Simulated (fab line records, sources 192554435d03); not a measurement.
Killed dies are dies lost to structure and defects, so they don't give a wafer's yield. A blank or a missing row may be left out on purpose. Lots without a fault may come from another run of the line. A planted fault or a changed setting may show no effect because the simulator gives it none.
fab line records | flow n5_finfet
record lots=8 wafers=22 last_day=17
route steps=1938 shown BEOL_M0_SAQP@632 BEOL_M0_CUTY@710 BEOL_M0@717 BEOL_M4@1111 PASSIVATION@1936
lots that met no fault: from a run of the same line without faults
start_h: hours from the record's first day to the start of the lot's first wafer shown | wait_h: hours since the lot's step before | " the same as in the row above | L1.1+2: a row that stands for several wafers | - no value, or no start given | * or withheld: withheld | < > ~ a bound
route shown NAME@n: a module of which the file shows steps, and the number in the route of the first | usual: mean/standard deviation of fault-free wafers | same: alike in all rows | chamber/n: place in a boat | sites: the reading at each site | _std_site: their standard deviation | _edge_site: outer sites' mean less inner sites' | radius_mm: how far each site lies from the wafer's centre | mask NAME#n: copy n | behind: the tool/chamber that last shaped the wafer | hold: why the lot was held/for how many hours/how that ended | device: the transistor (n, p or np) that didn't switch | end of line: the same wafers' tests at the end of the route | a step without rows: its recipe alone | killed: dies lost to structure and defects at the first sort, not the wafer's yield | map: a wafer's dies, x killed, . not, _ none there
set.NAME: the setting as run; set.NAME@STEP: as run at that earlier step | model.NAME: the simulator's own value behind a step, which no gauge read
steps of the route over a sample of lots; a table a step, a row a wafer
services: from which hour (start_h, from the record's first day; less than 0 if before it) a tool's chamber was out of use, for how many hours, and why
## steps
# step N5_BEOL_M0_SAQP_PECVD_00
# recipe material=SiCN target_thk_a=80 temp_c=withheld precursor=3MS/NH3 pressure_torr=3 rf_w=202 time_s=14
# usual rf_fwd_power_W=198.8/0.93 showerhead_plenum_p_Torr=3.665/0.014 throttle_valve_pct=9.0/0.46
# columns lot.wafer tool chamber start_h wait_h rf_fwd_power_W showerhead_plenum_p_Torr throttle_valve_pct
L922.2 pecvd-03 2 132.83 0.2 197.2 3.682 8.9
L922.3 " 1 " " 198.6 3.655 9.4
L922.4 " 2 " " 197.9 3.683 8.6
L924.3 pecvd-02 0 142.98 0.1 199.3 3.673 8.5
L924.4 " 2 " " 198.2 3.640 9.7
L924.6 " 1 " " 198.0 3.658 9.4
L926.2 pecvd-03 2 152.26 0.2 197.6 3.698 8.7
L926.3 " 0 " " 200.4 3.643 9.9
L932.2 pecvd-03 2 192.18 0.2 197.4 3.696 8.8
L932.5 " 0 " " - 3.649 9.9
L932.6 " 1 " " - 3.649 9.1
L934.1 pecvd-01 2 209.91 0.2 198.5 3.656 8.8
L934.3 " 1 " " 199.9 3.672 9.0
L934.5 " 1 " " 199.9 3.677 8.9
L936.2 pecvd-02 1 220.25 0.2 198.4 3.671 9.5
L936.6 " 0 " " 199.9 3.673 8.8
L938.1 pecvd-01 2 227.56 0.2 198.7 3.664 8.7
L938.5 " 0 " " 198.8 3.669 8.5
L938.6 " 1 " " 198.6 3.674 9.1
L940.2 pecvd-02 0 243.07 0.2 198.6 3.658 8.6
L940.4 " 2 " " 199.3 3.648 8.8
L940.6 " 0 " " 199.2 3.663 8.5
# step N5_BEOL_M0_CUTY_INSPECT_59
# recipe mode=adi inspect_instrument=macro
# usual raw_defect_count=2.1/1.3
# columns lot.wafer tool chamber start_h wait_h raw_defect_count
L922.2 defect_inspect-02 - 139.47 0.0 1
L922.3 " - " " 5
L922.4 " - " " 1
L924.3 defect_inspect-01 - 151.13 0.0 2
L924.4 " - " " 3
L924.6 " - " " 4
L926.2 defect_inspect-01 - 159.60 0.0 3
L926.3 " - " " 1
L932.2 defect_inspect-01 - 200.82 0.0 0
L932.5 " - " " 4
L932.6 " - " " 1
L934.1 defect_inspect-01 - 216.55 0.0 2
L934.3 " - " " 1
L934.5 " - " " 3
L936.2 defect_inspect-02 - 227.64 0.0 3
L936.6 " - " " 3
L938.1 defect_inspect-01 - 233.53 0.0 3
L938.5 " - " " 3
L938.6 " - " " 5
L940.2 defect_inspect-01 - 249.84 0.0 2
L940.4 " - " " 3
L940.6 " - " " 1
# step N5_BEOL_M0_STRIP_140
# recipe chemistry=CF4 resist=SiARC power_w=300 bias_power_w=75 pressure_mtorr=50 cf4_flow_sccm=150 rf_frequency_hz=6e+07
# usual bias_power_w=74.99/0.22 drypump_motor_current_A=5.5/0.36 oes_product_au=0.75/0.079 rf_fwd_power_W=292.7/0.8 rf_vpp_V=270.8/1.9 showerhead_plenum_p_Torr=1.77/0.07 throttle_valve_pct=13.6/0.31
# columns lot.wafer tool chamber start_h wait_h bias_power_w drypump_motor_current_A oes_product_au rf_fwd_power_W rf_hours_counter_h rf_vpp_V showerhead_plenum_p_Torr throttle_valve_pct
L922.2 rie_diel-01 1 141.12 0.2 75.13 5.2 0.77 293.2 137 273.7 1.78 13.6
L922.3 " 3 " " 74.71 5.9 0.71 295.2 190 271.3 1.84 13.7
L922.4 " 2 " " 74.93 5.4 0.83 293.0 55 271.5 1.82 13.4
L924.3 rie_diel-04 2 152.35 0.4 75.13 5.7 0.70 292.8 224 270.2 1.84 14.0
L924.4 " 1 " " 74.93 5.6 0.69 292.1 - 268.7 1.68 13.7
L924.6 " 3 " " 74.78 5.0 0.68 291.3 - 272.8 1.83 13.6
L926.2 rie_diel-01 1 162.31 0.1 74.99 5.2 0.74 292.8 145 271.1 1.78 13.6
L926.3 " 3 " " 75.03 5.9 0.71 292.7 199 270.8 1.84 13.7
L932.2 rie_diel-04 2 202.04 0.1 74.83 5.6 0.69 292.0 248 272.4 1.83 14.0
L932.5 " 3 " " 75.16 5.1 0.91 292.4 - 272.2 1.82 13.0
L932.6 " 2 " " 74.86 5.6 0.68 292.8 - 272.3 1.84 14.1
L934.1 rie_diel-01 1 217.29 0.4 75.07 5.2 0.73 292.4 167 270.6 1.77 13.7
L934.3 " 0 " " 75.14 6.0 0.88 291.9 54 270.8 1.77 13.4
L934.5 " 3 " " 75.20 5.9 0.70 293.7 - 273.7 1.84 13.7
L936.2 rie_diel-05 1 231.64 0.2 74.80 5.6 0.79 291.6 89 268.2 1.73 13.3
L936.6 " 1 " " 74.78 5.6 0.77 293.2 - 269.3 1.73 13.3
L938.1 rie_diel-05 1 234.51 0.2 74.74 5.6 0.78 293.7 90 268.0 1.73 13.3
L938.5 " 1 " " 75.03 5.6 0.78 292.8 - 271.6 1.73 13.3
L938.6 " 2 " " 74.95 5.7 0.75 293.5 - 269.8 1.66 14.0
L940.2 rie_diel-05 2 251.16 0.4 74.84 5.7 0.74 293.1 168 269.7 1.66 14.0
L940.4 " 1 " " 75.14 5.6 0.76 292.1 - 269.5 1.73 13.3
L940.6 " 2 " " 75.43 5.7 0.74 294.0 - 267.5 1.66 14.0
# step N5_BEOL_M0_STRIP_104
# recipe chemistry=N2/H2 power_w=450 temp_c=40 pressure_mtorr=20 rf_frequency_hz=6e+07 overash_fraction=0.3 bias_power_w=7 h2_frac=0.5 n2_flow_sccm=200 h2_flow_sccm=200
# usual bias_power_w=6.999/0.02 drypump_motor_current_A=5.5/0.36 oes_product_au=0.76/0.082 rf_vpp_V=59.0/1.7 showerhead_plenum_p_Torr=2.51/0.1 throttle_valve_pct=23.7/0.36
# columns lot.wafer tool chamber start_h wait_h bias_power_w drypump_motor_current_A oes_product_au rf_hours_counter_h rf_vpp_V showerhead_plenum_p_Torr throttle_valve_pct
L922.2 rie_diel-01 1 141.14 0.0 6.995 5.2 0.79 137 59.9 2.54 23.6
L922.3 " 3 " " 6.992 5.9 0.70 190 56.0 2.63 23.7
L922.4 " 2 " " 6.990 5.4 0.86 55 61.4 2.57 23.3
L924.3 rie_diel-04 2 152.37 0.0 7.010 5.7 0.71 224 60.3 2.58 23.6
L924.4 " 1 " " 6.987 5.6 0.72 - 62.9 2.41 23.8
L924.6 " 3 " " 6.970 5.1 0.67 - 59.7 2.62 23.8
L926.2 rie_diel-01 1 162.33 0.0 6.997 5.2 0.78 145 59.4 2.54 23.7
L926.3 " 3 " " 6.981 6.0 0.71 199 56.2 2.63 23.8
L932.2 rie_diel-04 2 202.07 0.0 7.003 5.7 0.69 248 57.9 2.57 23.6
L932.5 " 3 " " 7.006 5.0 0.93 - 58.2 2.62 23.2
L932.6 " 2 " " 7.030 5.7 0.68 - 59.5 2.57 23.6
L934.1 rie_diel-01 1 217.31 0.0 6.985 5.2 0.75 167 59.9 2.53 23.6
L934.3 " 0 " " 7.006 6.0 0.89 54 58.9 2.46 23.4
L934.5 " 3 " " 7.042 5.9 0.69 - 57.8 2.63 23.8
L936.2 rie_diel-05 1 231.66 0.0 7.022 5.6 0.78 89 59.6 2.46 23.5
L936.6 " 1 " " 7.007 5.6 0.77 - 57.3 2.46 23.5
L938.1 rie_diel-05 1 234.53 0.0 6.981 5.6 0.77 90 59.7 2.46 23.5
L938.5 " 1 " " 6.995 5.6 0.77 - 57.9 2.46 23.5
L938.6 " 2 " " 7.000 5.7 0.75 - 55.8 2.34 24.3
L940.2 rie_diel-05 2 251.18 0.0 6.972 5.7 0.76 168 59.9 2.34 24.4
L940.4 " 1 " " 7.012 5.6 0.76 - 59.4 2.46 23.6
L940.6 " 2 " " 6.991 5.7 0.75 - 59.9 2.34 24.3
# step N5_BEOL_M0_ETCH_109
# recipe chemistry=CH3F/O2 target_depth_a=80 overetch_a=24 target=SiCN time_s=27.4 ion_energy_ev=120 pressure_mtorr=30 source_w=395 bias_w=75 Ar_flow_sccm=150 CH3F_flow_sccm=30 O2_flow_sccm=20
# usual drypump_motor_current_A=5.5/0.37 oes_product_au=0.67/0.075 rf_fwd_power_W=392.9/1.3 rf_vpp_V=297.0/1.8 showerhead_plenum_p_Torr=1.99/0.082 throttle_valve_pct=16.36/0.25
# columns lot.wafer tool chamber start_h wait_h drypump_motor_current_A oes_product_au rf_fwd_power_W rf_hours_counter_h rf_vpp_V showerhead_plenum_p_Torr throttle_valve_pct
L922.2 rie_diel-05 1 142.29 0.4 5.6 0.70 395.0 60 295.9 1.95 16.07
L922.3 " 0 " " 4.9 0.59 392.0 185 295.8 1.89 16.39
L922.4 " 2 " " 5.7 0.66 394.6 133 295.0 1.85 16.69
L924.3 rie_diel-05 0 153.06 0.0 4.9 0.60 391.3 186 295.3 1.89 16.37
L924.4 " 1 " " 5.6 0.69 392.7 64 295.0 1.95 16.10
L924.6 " 3 " " 5.0 0.60 391.9 - 297.7 2.05 16.35
L926.2 rie_diel-04 2 162.71 0.0 5.7 0.60 391.9 229 300.6 2.07 16.78
L926.3 " 1 " " 5.6 0.60 393.8 234 294.6 1.90 16.52
L932.2 rie_diel-05 2 202.68 0.2 5.7 0.66 394.4 154 293.6 1.84 16.73
L932.5 " 2 " " 5.7 0.49 394.9 - 294.7 1.84 16.71
L932.6 " 3 " " 5.0 0.43 391.1 - 298.3 2.04 16.39
L934.1 rie_diel-05 0 217.88 0.0 4.9 0.59 393.8 208 294.8 1.88 16.42
L934.3 " 1 " " 5.6 0.68 391.7 85 296.7 1.95 16.14
L934.5 " 1 " " 5.6 0.68 390.1 - 296.4 1.95 16.13
L936.2 rie_diel-01 2 232.33 0.0 5.4 0.68 392.3 91 299.1 2.03 16.24
L936.6 " 2 " " 5.4 0.70 393.2 - 296.8 2.03 16.26
L938.1 rie_diel-04 0 235.11 0.0 6.0 0.75 391.3 32 299.1 2.06 16.17
L938.5 " 0 " " 6.1 0.75 391.7 - 298.2 2.06 16.17
L938.6 " 3 " " 5.0 0.76 391.8 - 298.6 2.04 15.76
L940.2 rie_diel-05 3 251.73 0.0 5.0 0.59 392.7 244 298.4 2.04 16.41
L940.4 " 1 " " 5.6 0.67 392.8 - 296.2 1.94 16.15
L940.6 " 3 " " 5.0 0.58 392.2 - 296.2 2.04 16.42
# step N5_BEOL_M0_RS_MEAS_126
# recipe thk_meas_gauge=four-point-probe reads=Co_of_BEOL_M0_CO_CAP_123+Cu_of_BEOL_M0_ECD_118+Co_of_BEOL_M0_CVD_115+TaN_of_BEOL_M0_ALD_136
# usual M0_RS=0.538/0.02
# columns lot.wafer tool chamber start_h wait_h M0_RS[ohm/sq]
L922.2 film_metro-02 - 146.35 0.1 0.568
L922.3 " - " " 0.555
L922.4 " - " " 0.542
L924.3 film_metro-02 - 156.23 0.1 0.597
L924.4 " - " " 0.544
L924.6 " - " " 0.568
L926.2 film_metro-01 - 165.07 0.1 0.528
L926.3 " - " " 0.536
L932.2 film_metro-02 - 208.83 0.1 0.513
L932.5 " - " " 0.577
L932.6 " - " " 0.629
L934.1 film_metro-01 - 222.30 0.0 0.544
L934.3 " - " " 0.545
L934.5 " - " " 0.535
L936.2 film_metro-02 - 235.96 0.1 0.538
L936.6 " - " " 0.570
L938.1 film_metro-01 - 237.93 0.0 0.534
L938.5 " - " " 0.515
L938.6 " - " " 0.548
L940.2 film_metro-02 - 256.69 0.1 0.554
L940.4 " - " " 0.550
L940.6 " - " " 0.529
# step N5_BEOL_M4_RC_MEAS_101
# usual DIBL_N=36.1/2 DIBL_P=36.3/2.4 IOFF_N=0.15/0.035 IOFF_P=0.21/0.039 ION_N=672/15 ION_P=463/9.7 SS_N=71.5/0.7 SS_P=73.2/0.75 VT_N=251/3.6 VT_P=-250/3.8
# columns lot.wafer tool chamber start_h wait_h DIBL_N[mV/V] DIBL_P[mV/V] IOFF_N[nA/um] IOFF_P[nA/um] ION_N[uA/um] ION_P[uA/um] SS_N[mV/dec] SS_P[mV/dec] VT_N[mV] VT_P[mV]
L922.2 prober-01 0 196.05 0.2 34.1 36.1 0.14 0.20 670 461 71.1 72.7 248 -250
L922.3 " 0 " " 37.2 39.6 0.17 0.26 664 463 71.7 73.7 250 -250
L922.4 " 0 " " 35.7 36.1 0.15 0.19 660 458 72.0 72.8 251 -252
L924.3 prober-02 0 206.71 0.3 39.7 39.7 0.20 0.22 671 456 72.8 74.2 247 -252
L924.4 " 0 " " 37.9 38.4 0.16 0.20 676 462 72.7 73.3 250 -257
L924.6 " 0 " " 37.7 38.9 0.17 0.20 669 453 72.5 73.7 249 -253
L926.2 prober-02 0 214.70 0.3 35.3 35.3 0.12 0.18 657 461 71.7 73.2 255 -255
L926.3 " 0 " " 35.2 34.5 0.12 0.16 653 458 71.4 73.0 254 -257
L932.2 prober-02 0 252.43 0.2 37.0 37.2 0.17 0.24 696 474 71.3 72.7 247 -248
L932.5 " 0 " " 34.1 33.6 0.12 0.17 655 457 70.9 72.2 253 -253
L932.6 " 0 " " 35.9 35.8 0.15 0.21 687 474 70.9 73.0 252 -252
L934.1 prober-02 0 276.00 0.0 33.3 33.1 0.13 0.18 667 452 70.4 72.3 250 -254
L934.3 " 0 " " 38.0 38.7 0.20 0.27 680 462 72.8 73.7 247 -248
L934.5 " 0 " " 34.9 33.5 0.13 0.17 664 451 72.6 73.3 253 -250
L936.2 prober-02 0 284.55 0.2 40.0 41.2 0.21 0.27 683 461 72.2 74.7 249 -249
L936.6 " 0 " " 42.3 42.9 0.26 0.31 692 468 73.1 75.0 243 -245
L938.1 prober-02 0 287.61 0.0 36.1 38.5 0.17 0.24 673 474 71.7 74.1 250 -250
L938.5 " 0 " " 34.5 35.5 0.14 0.20 666 462 72.0 73.4 250 -251
L938.6 " 0 " " 33.7 33.6 0.12 0.17 662 456 71.0 72.7 252 -255
L940.2 prober-01 0 311.10 0.2 36.3 35.1 0.13 0.21 647 451 71.1 72.2 254 -247
L940.4 " 0 " " 39.6 39.1 0.19 0.27 680 464 72.3 73.1 246 -248
L940.6 " 0 " " 36.0 34.1 0.12 0.19 656 458 71.3 72.6 256 -253
# step N5_PASSIVATION_PROBE_49
# usual defect_limited_yield=91.1/1.6 killed_at_M0_to_M3=35/11 killed_at_M4_up=13/5.4 killed_at_contacts=13/6.5 killed_at_front_end=40/14 killed_at_other=4/3.1 killed_dies=105/18 killed_open=69/14 killed_short=34/7.3 sort_bin_5_function=5.2/0.96 sort_bin_6_memory=3.4/0.77 sort_n_pass=1075/19 sort_yield_pct=91.1/1.6
# same gross_dies=1180 killed_at_back_side=0 sort_bin_4_leakage[%]=0 sort_bin_8_speed[%]=0
# columns lot.wafer tool chamber start_h wait_h defect_limited_yield[%] killed_at_M0_to_M3 killed_at_M4_up killed_at_contacts killed_at_front_end killed_at_other killed_dies killed_open killed_short sort_bin_5_function[%] sort_bin_6_memory[%] sort_n_pass sort_yield_pct[%]
L922.2 prober-02 - 303.55 0.1 93.2 32 18 2 27 1 80 53 26 3.2 3.3 1100 93.2
L922.3 prober-02 - 303.60 0.1 93.7 37 8 2 26 1 74 42 32 3.4 2.8 1106 93.7
L922.4 prober-02 - 303.65 0.2 88.9 49 11 12 55 4 131 97 33 6.0 4.8 1049 88.9
L926.2 prober-02 - 313.56 0.1 91.1 39 4 6 51 5 105 67 35 4.9 3.6 1075 91.1
L926.3 prober-02 - 313.61 0.1 90.0 40 3 17 46 12 118 73 45 6.0 3.6 1062 90.0
L924.3 prober-02 - 314.05 0.1 90.8 35 14 17 39 3 108 72 36 5.3 3.6 1072 90.8
L924.4 prober-02 - 314.10 0.2 90.8 42 12 14 35 6 109 71 30 5.0 3.3 1071 90.8
L924.6 prober-02 - 314.20 0.3 91.1 31 9 26 38 1 105 74 30 5.7 3.1 1075 91.1
L932.2 prober-02 - 364.03 0.1 90.0 31 9 25 48 5 118 82 35 5.5 4.4 1062 90.0
L932.5 prober-02 - 364.18 0.2 91.1 29 9 24 38 5 105 65 37 4.9 3.2 1075 91.1
L932.6 prober-02 - 364.23 0.3 90.6 29 8 33 39 2 111 78 33 6.5 2.7 1069 90.6
L938.1 prober-01 - 398.01 0.0 94.1 16 6 16 22 10 70 48 20 3.2 2.6 1110 94.1
L938.5 prober-01 - 398.21 0.2 89.7 52 12 9 46 3 122 90 30 6.9 3.3 1058 89.7
L938.6 prober-01 - 398.26 0.3 91.3 22 10 36 33 2 103 71 29 4.7 3.4 1077 91.3
# killed by level:class
L922.2 BEOL_M4:geometric_particle:open=14 BEOL_M2:geometric_particle:open=10 FIN_SAQP:geometric_particle:short=6 BEOL_M3:geometric_particle:open=5 STARTING-WAFER:geometric_particle:short=5 STI_FIN_REVEAL:geometric_particle:open=4 DUMMY_GATE:geometric_particle:open=4 BEOL_M0_SAQP:geometric_particle:open=4
L922.3 BEOL_M0_SAQP:geometric_particle:short=17 BEOL_M0_SAQP:geometric_particle:open=8 DUMMY_GATE:geometric_particle:open=6 FIN_SAQP:geometric_particle:open=5 STI_FIN_REVEAL:geometric_particle:open=4 BEOL_M4:geometric_particle:open=4 FIN_SAQP:geometric_particle:short=3 BEOL_M2:geometric_particle:open=3
L922.4 STI_FIN_REVEAL:geometric_particle:open=19 BEOL_M0_SAQP:geometric_particle:open=18 MOL_CONTACT_COAG:geometric_particle:open=10 BEOL_M0_SAQP:geometric_particle:short=9 FIN_SAQP:geometric_particle:open=8 BEOL_M2:geometric_particle:open=7 BEOL_M3:geometric_particle:open=7 DUMMY_GATE:geometric_particle:open=6
L926.2 BEOL_M0_SAQP:geometric_particle:open=14 STI_FIN_REVEAL:geometric_particle:open=12 FIN_SAQP:geometric_particle:open=10 BEOL_M0_SAQP:geometric_particle:short=10 FIN_SAQP:geometric_particle:short=8 GATE_CUT:geometric_particle:short=8 BEOL_M3:geometric_particle:open=7 MOL_CONTACT_COAG:geometric_particle:open=5
L926.3 MOL_CONTACT_COAG:geometric_particle:open=11 BEOL_M1:geometric_particle:open=10 GATE_CUT:geometric_particle:short=9 BEOL_M2:geometric_particle:open=8 FIN_SAQP:geometric_particle:open=6 STI_FIN_REVEAL:geometric_particle:open=6 GATE_CUT:geometric_particle:open=6 MOL_CONTACT_COAG:geometric_particle:short=6
L924.3 MOL_CONTACT_COAG:geometric_particle:open=13 STI_FIN_REVEAL:geometric_particle:open=12 BEOL_M2:geometric_particle:open=12 FIN_SAQP:geometric_particle:short=7 BEOL_M1:geometric_particle:open=5 BEOL_M5:geometric_particle:open=5 STI_FIN_REVEAL:geometric_particle:short=4 BEOL_M0_SAQP:geometric_particle:short=4
L924.4 BEOL_M2:geometric_particle:open=16 MOL_CONTACT_COAG:geometric_particle:open=10 STI_FIN_REVEAL:geometric_particle:open=7 BEOL_M0_SAQP:geometric_particle:open=7 HKMG_FIN:area_etch=7 BEOL_M0_SAQP:geometric_particle:short=5 MOL_CONTACT_COAG:geometric_particle:short=4 BEOL_M2:geometric_particle:short=4
L924.6 MOL_CONTACT_COAG:geometric_particle:open=21 BEOL_M2:geometric_particle:open=11 FIN_SAQP:geometric_particle:open=9 STI_FIN_REVEAL:geometric_particle:open=5 BEOL_M3:geometric_particle:open=5 MOL_CONTACT_COAG:geometric_particle:short=5 STARTING-WAFER:geometric_particle:short=5 GATE_CUT:geometric_particle:open=4
L932.2 FIN_SAQP:geometric_particle:open=18 MOL_CONTACT_COAG:geometric_particle:open=18 BEOL_M0_SAQP:geometric_particle:open=11 FIN_SAQP:geometric_particle:short=9 BEOL_M2:geometric_particle:open=9 MOL_CONTACT_COAG:geometric_particle:short=7 BEOL_M4:geometric_particle:open=4 STI_FIN_REVEAL:geometric_particle:open=3
L932.5 MOL_CONTACT_COAG:geometric_particle:open=19 BEOL_M0_SAQP:geometric_particle:short=10 FIN_SAQP:geometric_particle:short=9 STI_FIN_REVEAL:geometric_particle:open=8 BEOL_M3:geometric_particle:open=8 BEOL_M4:geometric_particle:open=6 FIN_SAQP:geometric_particle:open=5 MOL_CONTACT_COAG:geometric_particle:short=5
L932.6 MOL_CONTACT_COAG:geometric_particle:open=30 FIN_SAQP:geometric_particle:short=9 BEOL_M0_SAQP:geometric_particle:open=7 GATE_CUT:geometric_particle:open=6 FIN_SAQP:geometric_particle:open=5 BEOL_M2:geometric_particle:open=5 STI_FIN_REVEAL:geometric_particle:open=4 BEOL_M4:geometric_particle:open=4
L938.1 MOL_CONTACT_COAG:geometric_particle:open=15 BEOL_M3:geometric_particle:open=6 PASS1_CAP:geometric_particle:open=6 STARTING-WAFER:geometric_particle:open=5 FIN_SAQP:geometric_particle:short=3 DUMMY_GATE:geometric_particle:open=3 BEOL_M0_SAQP:geometric_particle:short=3 STARTING-WAFER:geometric_particle:short=3
L938.5 BEOL_M3:geometric_particle:open=17 FIN_SAQP:geometric_particle:open=16 BEOL_M2:geometric_particle:open=11 FIN_SAQP:geometric_particle:short=9 BEOL_M0_SAQP:geometric_particle:open=9 MOL_CONTACT_COAG:geometric_particle:open=8 BEOL_M0_SAQP:geometric_particle:short=5 ILD0:geometric_particle:short=4
L938.6 MOL_CONTACT_COAG:geometric_particle:open=29 STI_FIN_REVEAL:geometric_particle:open=7 MOL_CONTACT_COAG:geometric_particle:short=7 BEOL_M2:geometric_particle:open=7 FIN_SAQP:geometric_particle:short=5 BEOL_M0_SAQP:geometric_particle:short=4 BEOL_M0_SAQP:geometric_particle:open=4 STARTING-WAFER:geometric_particle:open=4
## services
# columns tool chamber start_h hours kind
pecvd-02 - 132.37 0.5 repair
pecvd-01 - 139.80 3.4 repair
rie_diel-04 0 146.67 - clean
rie_diel-04 0 146.67 - consumable_replace:focus_ring
rie_diel-04 0 146.67 13.9 scheduled_down
rie_diel-04 0 146.67 13.9 vent_cycle
rie_diel-05 0 148.21 4.6 repair
pecvd-02 - 153.19 2.8 pm
rie_diel-04 3 160.57 - clean
rie_diel-04 3 160.57 - consumable_replace:focus_ring
rie_diel-04 3 160.57 28.2 scheduled_down
rie_diel-04 3 160.57 28.2 vent_cycle
pecvd-02 0 174.57 9.4 repair
rie_diel-01 3 195.47 16.5 repair
pecvd-02 - 195.94 0.3 repair
rie_diel-04 1 196.86 - clean
rie_diel-04 1 196.86 - consumable_replace:focus_ring
rie_diel-04 1 196.86 - consumable_replace:showerhead
rie_diel-04 1 196.86 14.6 scheduled_down
rie_diel-04 1 196.86 14.6 vent_cycle
rie_diel-04 0 199.60 4.3 repair
pecvd-01 - 203.80 6.0 pm
pecvd-03 - 224.03 1.4 repair
rie_diel-05 0 245.48 11.8 repair
## key
first_sign step=N5_BEOL_M0_ETCH_109 reading=oes_product_au direction=down sigmas=2.8 usual=0.67 struck=0.46
effect step=N5_BEOL_M0_RS_MEAS_126 reading=M0_RS direction=up sigmas=3.3 usual=0.538 struck=0.603
met_at N5_BEOL_M0_SAQP_PECVD_00
struck_lots L932
struck_wafers L932.5,L932.6
not_acting_at N5_BEOL_M0_CUTY_INSPECT_59,N5_BEOL_M0_STRIP_140,N5_BEOL_M0_STRIP_104
onset_between 152.26 192.18
fault kind=process_parameter_drift tool=pecvd-03 chamber=- onset_h=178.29 steps=N5_BEOL_M0_SAQP_PECVD_00 channel=time_s offset=* shape=step end_h=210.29 scope=struck_wafers_only acts_in=* stated=*
